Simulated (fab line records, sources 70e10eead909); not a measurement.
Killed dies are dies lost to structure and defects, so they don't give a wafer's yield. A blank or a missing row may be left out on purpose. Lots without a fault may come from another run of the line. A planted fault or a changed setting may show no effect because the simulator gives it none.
fab line records | flow nand_harc
record lots=24 wafers=72 last_day=24
route steps=1159 shown P_STI@91 P_GATE@122 P_CONTACT@234
lots that met no fault: from a run of the same line without faults
start_h: hours from the record's first day to the start of the lot's first wafer shown | wait_h: hours since the lot's step before | " the same as in the row above | L1.1+2: a row that stands for several wafers | - no value, or no start given | * or withheld: withheld | < > ~ a bound
route shown NAME@n: a module of which the file shows steps, and the number in the route of the first | usual: mean/standard deviation of fault-free wafers | same: alike in all rows | chamber/n: place in a boat | sites: the reading at each site | _std_site: their standard deviation | _edge_site: outer sites' mean less inner sites' | radius_mm: how far each site lies from the wafer's centre | mask NAME#n: copy n | behind: the tool/chamber that last shaped the wafer | hold: why the lot was held/for how many hours/how that ended | device: the transistor (n, p or np) that didn't switch | end of line: the same wafers' tests at the end of the route | a step without rows: its recipe alone | killed: dies lost to structure and defects at the first sort, not the wafer's yield | map: a wafer's dies, x killed, . not, _ none there
set.NAME: the setting as run; set.NAME@STEP: as run at that earlier step | model.NAME: the simulator's own value behind a step, which no gauge read
steps of the route over a sample of lots; a table a step, a row a wafer
services: from which hour (start_h, from the record's first day; less than 0 if before it) a tool's chamber was out of use, for how many hours, and why
## steps
# step NHARC_P_STI_CD_MEAS_16
# usual cd_nm=200/3.8
# columns lot.wafer tool chamber start_h wait_h cd_nm
L075.1 cd_sem-03 - 38.18 - 202
L075.3 " - " " 204
L075.4 " - " " 204
L074.1 cd_sem-01 - 38.22 - 195
L074.5 " - " " 196
L074.6 " - " " 200
L076.2 cd_sem-03 - 50.72 - 199
L076.4 " - " " 204
L076.5 " - " " 206
L077.1 cd_sem-01 - 50.76 - 204
L077.5 " - " " 199
L077.6 " - " " 194
L078.3 cd_sem-03 - 59.77 - 199
L078.4 " - " " 197
L078.6 " - " " 202
L079.1 cd_sem-03 - 66.60 - 202
L079.2 " - " " 203
L079.3 " - " " 197
L080.2 cd_sem-01 - 71.69 - 198
L080.5 " - " " 203
L080.6 " - " " 204
L081.3 cd_sem-03 - 79.89 - 197
L081.4 " - " " 202
L081.5 " - " " 200
L082.1 cd_sem-01 - 85.49 - 201
L082.3 " - " " 201
L082.5 " - " " 200
L083.2 cd_sem-01 - 91.48 - 198
L083.3 " - " " 195
L083.6 " - " " 198
L084.3 cd_sem-01 - 95.47 - 197
L084.4 " - " " 198
L084.6 " - " " 203
L085.3 cd_sem-03 - 104.36 - 202
L085.5 " - " " 199
L085.6 " - " " 200
L086.1 cd_sem-01 - 104.44 - 199
L086.3 " - " " 200
L086.6 " - " " 195
L087.3 cd_sem-01 - 113.79 - 198
L087.5 " - " " 199
L087.6 " - " " 196
L088.1 cd_sem-02 - 121.61 - 200
L088.3 " - " " 201
L088.4 " - " " 208
L089.1 cd_sem-03 - 126.70 - 192
L089.4 " - " " 195
L089.5 " - " " 199
L090.2 cd_sem-01 - 134.78 - 197
L090.4 " - " " 200
L090.6 " - " " 191
L091.2 cd_sem-03 - 135.37 - 191
L091.4 " - " " 194
L091.6 " - " " 195
L092.2 cd_sem-01 - 145.54 - 197
L092.3 " - " " 203
L092.5 " - " " 198
L093.1 cd_sem-03 - 150.15 - 198
L093.2 " - " " 198
L093.6 " - " " 195
L094.4 cd_sem-03 - 158.17 - 204
L094.5 " - " " 197
L094.6 " - " " 198
L095.2 cd_sem-01 - 158.31 - 192
L095.3 " - " " 205
L095.6 " - " " 198
L097.3 cd_sem-01 - 170.01 - 201
L097.4 " - " " 206
L097.5 " - " " 202
L096.2 cd_sem-02 - 170.04 - 192
L096.5 " - " " 199
L096.6 " - " " 195
# step NHARC_P_GATE_CD_MEAS_11
# recipe target_cd_nm=1640 landing_energy_ev=500
# usual cd_nm=1638.5/2
# columns lot.wafer tool chamber start_h wait_h cd_nm
L075.1 cd_sem-03 0 69.70 - 1637.2
L075.3 " 0 " " 1639.9
L075.4 " 0 " " 1637.0
L074.1 cd_sem-03 0 69.86 - 1640.0
L074.5 " 0 " " 1638.4
L074.6 " 0 " " 1637.6
L077.1 cd_sem-01 0 87.57 - 1636.9
L077.5 " 0 " " 1639.0
L077.6 " 0 " " 1636.6
L076.2 cd_sem-01 0 87.61 - 1641.5
L076.4 " 0 " " 1638.2
L076.5 " 0 " " 1637.0
L078.3 cd_sem-01 0 96.98 - 1639.3
L078.4 " 0 " " 1636.2
L078.6 " 0 " " 1636.2
L080.2 cd_sem-03 0 109.00 - 1638.1
L080.5 " 0 " " 1636.2
L080.6 " 0 " " 1635.4
L079.1 cd_sem-03 0 109.15 - 1639.0
L079.2 " 0 " " 1636.6
L079.3 " 0 " " 1639.4
L081.3 cd_sem-03 0 122.31 - 1639.3
L081.4 " 0 " " 1639.8
L081.5 " 0 " " 1644.3
L082.1 cd_sem-03 0 122.46 - 1638.2
L082.3 " 0 " " 1637.4
L082.5 " 0 " " 1636.3
L083.2 cd_sem-01 0 129.85 - 1637.1
L083.3 " 0 " " 1636.8
L083.6 " 0 " " 1636.4
L084.3 cd_sem-03 0 139.61 - 1639.9
L084.4 " 0 " " 1637.7
L084.6 " 0 " " 1637.8
L086.1 cd_sem-03 0 151.67 - 1636.0
L086.3 " 0 " " 1637.8
L086.6 " 0 " " 1642.5
L085.3 cd_sem-01 0 151.71 - 1638.5
L085.5 " 0 " " 1640.2
L085.6 " 0 " " 1638.2
L087.3 cd_sem-03 0 151.87 - 1644.3
L087.5 " 0 " " 1641.1
L087.6 " 0 " " 1640.2
L088.1 cd_sem-01 0 158.95 - 1638.5
L088.3 " 0 " " 1640.5
L088.4 " 0 " " 1640.4
L089.1 cd_sem-02 0 167.74 - 1642.9
L089.4 " 0 " " 1637.9
L089.5 " 0 " " 1637.6
L090.2 cd_sem-02 0 174.17 - 1637.8
L090.4 " 0 " " 1638.1
L090.6 " 0 " " 1639.7
L091.2 cd_sem-03 0 174.33 - 1638.5
L091.4 " 0 " " 1634.8
L091.6 " 0 " " 1639.9
L092.2 cd_sem-02 0 183.20 - 1638.3
L092.3 " 0 " " 1638.5
L092.5 " 0 " " 1641.3
L093.1 cd_sem-03 0 183.24 - 1636.7
L093.2 " 0 " " 1636.7
L093.6 " 0 " " 1637.1
L094.4 cd_sem-01 0 196.50 - 1642.1
L094.5 " 0 " " 1638.2
L094.6 " 0 " " 1640.1
L095.2 cd_sem-02 0 196.53 - 1639.1
L095.3 " 0 " " 1639.2
L095.6 " 0 " " 1637.7
L096.2 cd_sem-01 0 210.83 - 1637.8
L096.5 " 0 " " 1636.6
L096.6 " 0 " " 1636.0
L097.3 cd_sem-03 0 210.99 - 1637.2
L097.4 " 0 " " 1638.0
L097.5 " 0 " " 1635.5
# step NHARC_P_GATE_ETCH_32
# recipe target_depth_a=1500 over_etch_frac=1 over_etch_ion_energy_ev=40 time_s=100.1 hbr_flow_sccm=150 cl2_flow_sccm=50 rf_w=400 icp_w=400 bias_w=100 chemistry=HBr/Cl2
# usual drypump_motor_current_A=6.00/0.29 oes_product_au=1.000/0.012 throttle_valve_pct=26.405/0.0084
# columns lot.wafer tool chamber start_h wait_h drypump_motor_current_A oes_product_au rf_hours_counter_h throttle_valve_pct
L075.3 rie_si-02 3 87.74 - 6.16 1.012 0.5 26.405
L075.4 " 0 " " 6.36 0.984 0.5 26.410
L075.1 " 2 " " 5.84 0.996 0.6 26.402
L074.1 rie_si-04 2 88.28 - 5.44 0.995 1.4 26.419
L074.6 " 3 " " 6.08 0.978 - 26.396
L074.5 " 0 " " 5.94 1.000 - 26.394
L077.1 rie_si-05 3 102.50 - 5.98 1.019 0.3 26.416
L077.5 " 2 " " 6.13 1.020 - 26.400
L077.6 " 3 " " 5.99 1.018 - 26.412
L076.4 rie_si-02 0 103.28 - 6.39 0.996 0.6 26.409
L076.2 " 2 " " 5.83 1.003 0.7 26.407
L076.5 " 3 " " 6.18 1.019 - 26.426
L078.3 rie_si-02 0 111.33 - 6.37 0.993 0.7 26.403
L078.4 " 2 " " 5.82 0.988 0.7 26.412
L078.6 " 0 " " 6.37 0.996 - 26.411
L079.2 rie_si-02 1 128.38 - 5.39 0.999 0.8 26.390
L079.3 " 2 " " 5.82 0.980 0.9 26.404
L079.1 " 3 " " 6.17 1.016 0.9 26.400
L080.2 rie_si-05 1 128.40 - 6.08 0.981 0.4 26.398
L080.5 " 0 " " 6.30 1.001 - 26.402
L080.6 " 1 " " 6.04 0.982 - 26.398
L082.1 rie_si-05 2 141.17 - 6.14 1.012 0.5 26.403
L082.3 " 3 " " 5.97 1.004 0.5 26.396
L082.5 " 0 " " 6.30 1.001 - 26.401
L081.4 rie_si-04 3 141.78 - 6.08 0.989 0.2 26.412
L081.3 " 2 " " 5.43 0.993 0.3 26.406
L081.5 " 0 " " 5.91 0.987 - 26.396
L083.2 rie_si-05 1 146.41 - 6.08 0.983 0.7 26.408
L083.3 " 3 " " 5.99 1.004 0.6 26.417
L083.6 " 1 " " 6.07 0.982 - 26.418
L084.3 rie_si-02 1 156.52 - 5.42 1.012 1.1 26.417
L084.4 " 2 " " 5.83 0.995 1.1 26.403
L084.6 " 3 " " 6.16 1.016 - 26.394
L085.3 rie_si-04 3 168.89 - 6.10 0.996 0.5 26.391
L085.5 " 0 " " 5.94 0.986 - 26.405
L085.6 " 1 " " 6.04 1.005 - 26.394
L086.1 rie_si-02 2 169.19 - 5.82 0.988 1.2 26.408
L086.3 " 0 " " 6.40 0.998 1.2 26.402
L086.6 " 2 " " 5.83 0.995 - 26.417
L087.3 rie_si-02 2 170.27 - 5.83 0.993 1.3 26.419
L087.5 " 1 " " 5.39 0.989 - 26.401
L087.6 " 2 " " 5.83 0.986 - 26.402
L088.3 rie_si-05 3 176.39 - 5.97 1.017 0.8 26.400
L088.4 " 1 " " 6.08 0.982 0.9 26.422
L088.1 " 2 " " 6.15 1.012 0.9 26.408
L089.4 rie_si-05 3 184.88 - 5.98 1.014 1.0 26.424
L089.1 " 1 " " 6.09 1.000 1.0 26.412
L089.5 " 2 " " 6.15 1.012 - 26.402
L091.2 rie_si-02 2 188.54 - 5.83 0.982 1.5 26.402
L091.4 " 0 " " 6.39 0.994 1.4 26.416
L091.6 " 2 " " 5.85 0.987 - 26.400
L090.2 rie_si-04 1 189.24 - 6.05 0.998 0.6 26.394
L090.4 " 2 " " 5.43 0.995 0.6 26.403
L090.6 " 2 " " 5.44 0.998 - 26.407
L092.2 rie_si-04 2 198.92 - 5.44 0.993 0.7 26.393
L092.3 " 0 " " 5.92 0.985 0.8 26.392
L092.5 " 3 " " 6.10 0.994 - 26.417
L093.2 rie_si-02 3 199.85 - 6.18 1.007 1.6 26.397
L093.1 " 1 " " 5.39 1.009 1.5 26.397
L093.6 " 2 " " 5.82 0.989 - 26.406
L095.3 rie_si-05 1 212.85 - 6.09 0.988 1.2 26.400
L095.2 " 0 " " 6.31 1.019 1.4 26.407
L095.6 " 2 " " 6.15 1.001 - 26.421
L094.6 rie_si-04 2 213.51 - 5.45 0.993 - 26.422
L094.5 " 3 " " 6.09 0.995 - 26.391
L094.4 " 0 " " 5.92 0.981 - 26.391
L097.4 rie_si-04 1 226.52 - 6.07 1.008 0.9 26.406
L097.3 " 3 " " 6.08 0.987 1.1 26.405
L097.5 " 1 " " 6.05 1.005 - 26.398
L096.2 rie_si-05 1 228.63 - 6.07 0.978 1.4 26.400
L096.5 " 0 " " 6.33 1.010 - 26.415
L096.6 " 1 " " 6.12 0.983 - 26.405
# step NHARC_P_CONTACT_INSPECT_14
# usual raw_defect_count=3.5/2
# columns lot.wafer tool chamber start_h wait_h raw_defect_count
L075.1 defect_inspect-02 - 107.35 0.0 7
L075.3 " - " " 6
L075.4 " - " " 2
L074.1 defect_inspect-02 - 109.25 0.0 3
L074.5 " - " " 5
L074.6 " - " " 5
L077.1 defect_inspect-01 - 121.85 0.0 1
L077.5 " - " " 4
L077.6 " - " " 4
L076.2 defect_inspect-02 - 123.12 0.0 2
L076.4 " - " " 3
L076.5 " - " " 3
L078.3 defect_inspect-01 - 130.88 0.0 5
L078.4 " - " " 4
L078.6 " - " " 3
L079.1 defect_inspect-01 - 148.06 0.0 7
L079.2 " - " " 6
L079.3 " - " " 6
L080.2 defect_inspect-02 - 149.94 0.0 2
L080.5 " - " " 10
L080.6 " - " " 3
L082.1 defect_inspect-01 - 161.17 0.0 4
L082.3 " - " " 2
L082.5 " - " " 5
L081.3 defect_inspect-01 - 163.49 0.0 3
L081.4 " - " " 4
L081.5 " - " " 5
L083.2 defect_inspect-01 - 166.48 0.0 2
L083.3 " - " " 5
L083.6 " - " " 4
L084.3 defect_inspect-01 - 176.00 0.1 9
L084.4 " - " " 1
L084.6 " - " " 2
L085.3 defect_inspect-01 - 188.89 0.0 5
L085.5 " - " " 5
L085.6 " - " " 4
L086.1 defect_inspect-01 - 189.78 0.0 2
L086.3 " - " " 3
L086.6 " - " " 1
L087.3 defect_inspect-01 - 190.95 0.0 4
L087.5 " - " " 4
L087.6 " - " " 3
L088.1 defect_inspect-01 - 195.96 0.0 5
L088.3 " - " " 3
L088.4 " - " " 5
L089.1 defect_inspect-01 - 204.97 0.0 2
L089.4 " - " " 5
L089.5 " - " " 1
L090.2 defect_inspect-02 - 209.69 0.0 6
L090.4 " - " " 6
L090.6 " - " " 7
L091.2 defect_inspect-01 - 210.74 0.0 2
L091.4 " - " " 2
L091.6 " - " " 4
L092.2 defect_inspect-02 - 218.90 0.0 0
L092.3 " - " " 5
L092.5 " - " " 1
L093.1 defect_inspect-02 - 220.50 0.0 2
L093.2 " - " " 2
L093.6 " - " " 4
L095.2 defect_inspect-02 - 232.85 0.0 4
L095.3 " - " " 3
L095.6 " - " " 9
L094.4 defect_inspect-02 - 234.17 0.0 4
L094.5 " - " " 1
L094.6 " - " " 2
L097.3 defect_inspect-01 - 246.19 0.0 0
L097.4 " - " " 2
L097.5 " - " " 0
L096.2 defect_inspect-02 - 248.83 0.0 5
L096.5 " - " " 2
L096.6 " - " " 1
# step NHARC_P_CONTACT_DEGAS_38
# recipe temp_c=300 time_s=60
# usual heater_power_w=467/50
# columns lot.wafer tool chamber start_h wait_h heater_power_w
L075.3 pvd_sputter-01 - 109.17 - 436
L075.4 " - " " 422
L075.1 " - " " 463
L074.1 pvd_sputter-02 - 111.17 - 586
L074.5 " - " " 415
L074.6 " - " " 463
L077.1 pvd_sputter-02 - 124.03 - 425
L077.6 " - " " 422
L077.5 " - " " 469
L076.2 pvd_sputter-01 - 124.76 - 437
L076.4 " - " " 441
L076.5 " - " " 416
L078.3 pvd_sputter-02 - 132.52 - 413
L078.4 " - " " 563
L078.6 " - " " 426
L079.3 pvd_sputter-02 - 149.88 - 568
L079.2 " - " " 427
L079.1 " - " " 457
L080.2 pvd_sputter-02 - 151.61 - 534
L080.6 " - " " 424
L080.5 " - " " 467
L082.3 pvd_sputter-02 - 162.81 - 542
L082.1 " - " " 465
L082.5 " - " " 544
L081.3 pvd_sputter-03 - 165.14 - 519
L081.4 " - " " 470
L081.5 " - " " 428
L083.2 pvd_sputter-02 - 168.13 - 469
L083.3 " - " " 423
L083.6 " - " " 563
L084.4 pvd_sputter-01 - 177.64 - 431
L084.3 " - " " 421
L084.6 " - " " 419
L085.3 pvd_sputter-02 - 190.53 - 573
L085.5 " - " " 579
L085.6 " - " " 546
L086.1 pvd_sputter-01 - 191.42 - 429
L086.3 " - " " 421
L086.6 " - " " 444
L087.3 pvd_sputter-03 - 192.60 - 465
L087.5 " - " " 474
L087.6 " - " " 455
L088.3 pvd_sputter-01 - 197.66 - 429
L088.4 " - " " 420
L088.1 " - " " 439
L089.4 pvd_sputter-02 - 206.63 - 551
L089.1 " - " " 553
L089.5 " - " " 412
L090.4 pvd_sputter-01 - 211.33 - 430
L090.2 " - " " 436
L090.6 " - " " 470
L091.2 pvd_sputter-01 - 212.53 - 469
L091.4 " - " " 437
L091.6 " - " " 467
L092.2 pvd_sputter-03 - 220.65 - 521
L092.3 " - " " 484
L092.5 " - " " 425
L093.1 pvd_sputter-01 - 222.17 - 472
L093.2 " - " " 406
L093.6 " - " " 469
L095.3 pvd_sputter-03 - 234.68 - 518
L095.2 " - " " 449
L095.6 " - " " 525
L094.4 pvd_sputter-03 - 236.20 - 485
L094.5 " - " " 507
L094.6 " - " " 428
L097.3 pvd_sputter-01 - 247.86 - 423
L097.4 " - " " 425
L097.5 " - " " 414
L096.2 pvd_sputter-01 - 250.50 - 422
L096.6 " - " " 463
L096.5 " - " " 420
# step NHARC_P_CONTACT_CVD_23
# recipe target_thk_a=2000 temp_c=300 pressure_torr=40 wf6_flow_sccm=40 h2_flow_sccm=1600 ar_flow_sccm=1560 time_s=557 material=W
# usual heater_power_w=442/20 throttle_valve_pct=7.79/0.22
# columns lot.wafer tool chamber start_h wait_h heater_power_w throttle_valve_pct
L075.1 cvd_w-02 1 - - 442 7.66
L075.4 " 0 " " 423 7.89
L075.3 " 1 " " 442 7.57
L074.1 cvd_w-02 1 - - 430 7.43
L074.6 " 1 " " 453 7.66
L074.5 " 0 " " 430 7.87
L077.1 cvd_w-02 1 - - 439 7.77
L077.5 " 1 " " 423 7.64
L077.6 " 0 " " 423 7.80
L076.2 cvd_w-02 0 - - 429 7.92
L076.4 " 1 " " 440 8.08
L076.5 " 0 " " 416 7.83
L078.3 cvd_w-02 0 - - 424 7.97
L078.4 " 1 " " 441 7.47
L078.6 " 0 " " 419 7.63
L079.1 cvd_w-02 1 - - 436 7.89
L079.2 " 0 " " 431 7.77
L079.3 " 1 " " 439 7.74
L080.2 cvd_w-02 1 - - 450 7.58
L080.5 " 0 " " 415 8.19
L080.6 " 1 " " 447 7.79
L082.1 cvd_w-01 0 - - 480 7.84
L082.3 " 0 " " 479 8.05
L082.5 " 0 " " 479 8.00
L081.3 cvd_w-01 0 - - 465 8.12
L081.4 " 1 " " 452 8.02
L081.5 " 0 " " 473 7.95
L083.2 cvd_w-02 1 - - 444 7.95
L083.3 " 0 " " 427 7.71
L083.6 " 0 " " 422 7.91
L084.3 cvd_w-01 1 - - 461 7.98
L084.4 " 0 " " 482 7.93
L084.6 " 0 " " 470 8.23
L085.3 cvd_w-02 0 - - 429 7.94
L085.5 " 1 " " 441 7.84
L085.6 " 0 " " 428 7.78
L086.1 cvd_w-01 0 - - 478 7.95
L086.3 " 0 " " 479 7.97
L086.6 " 0 " " 472 8.29
L087.3 cvd_w-02 0 - - 427 7.90
L087.5 " 0 " " 422 8.08
L087.6 " 1 " " 445 7.76
L088.1 cvd_w-01 0 - - 492 8.04
L088.4 " 1 " " 459 7.71
L088.3 " 0 " " 477 8.01
L089.1 cvd_w-01 1 - - 452 7.89
L089.4 " 0 " " 473 8.09
L089.5 " 0 " " 472 8.22
L091.2 cvd_w-02 1 - - 428 7.76
L091.4 " 0 " " 420 7.57
L091.6 " 0 " " 432 7.49
L090.2 cvd_w-01 0 - - 497 8.05
L090.4 " 0 " " 484 7.85
L090.6 " 0 " " 483 8.24
L092.2 cvd_w-02 0 - - 418 7.36
L092.3 " 0 " " 432 7.69
L092.5 " 0 " " 430 7.49
L093.1 cvd_w-02 0 - - 434 7.83
L093.2 " 0 " " 422 7.60
L093.6 " 0 " " 425 7.69
L095.2 cvd_w-02 0 - - 428 7.80
L095.3 " 1 " " 437 7.85
L095.6 " 0 " " 434 7.64
L094.4 cvd_w-02 0 - - 426 7.58
L094.5 " 1 " " 444 7.45
L094.6 " 0 " " 422 7.99
L097.3 cvd_w-02 0 - - 429 7.58
L097.4 " 0 " " 428 7.55
L097.5 " 0 " " 419 7.40
L096.2 cvd_w-02 0 - - 434 7.33
L096.5 " 0 " " 425 7.73
L096.6 " 0 " " 423 7.85
## services
# columns tool chamber start_h hours kind
pvd_sputter-03 - 70.63 1.3 repair
rie_si-04 3 73.13 4.4 repair
rie_si-04 0 75.79 6.5 repair
rie_si-04 3 92.05 4.9 repair
rie_si-04 - 99.00 9.0 pm
pvd_sputter-03 - 102.00 10.0 pm
cvd_w-01 0 107.53 5.0 repair
rie_si-05 2 115.42 5.3 repair
cvd_w-01 - 119.66 13.0 pm
rie_si-05 3 119.83 5.1 repair
rie_si-04 2 142.23 5.9 repair
cvd_w-02 - 153.60 1.0 repair
rie_si-05 1 157.29 4.0 repair
pvd_sputter-01 - 158.00 10.0 pm
rie_si-05 1 196.86 1.7 repair
cvd_w-02 - 199.21 13.0 pm
rie_si-05 - 203.56 0.6 repair
rie_si-02 - 211.00 9.0 pm
rie_si-04 1 212.61 6.5 repair
pvd_sputter-02 - 214.01 10.0 pm
cvd_w-02 1 222.79 5.8 repair
rie_si-05 - 239.00 9.0 pm
cvd_w-02 1 244.16 7.1 repair
rie_si-04 0 250.09 7.0 repair
## key
fault none
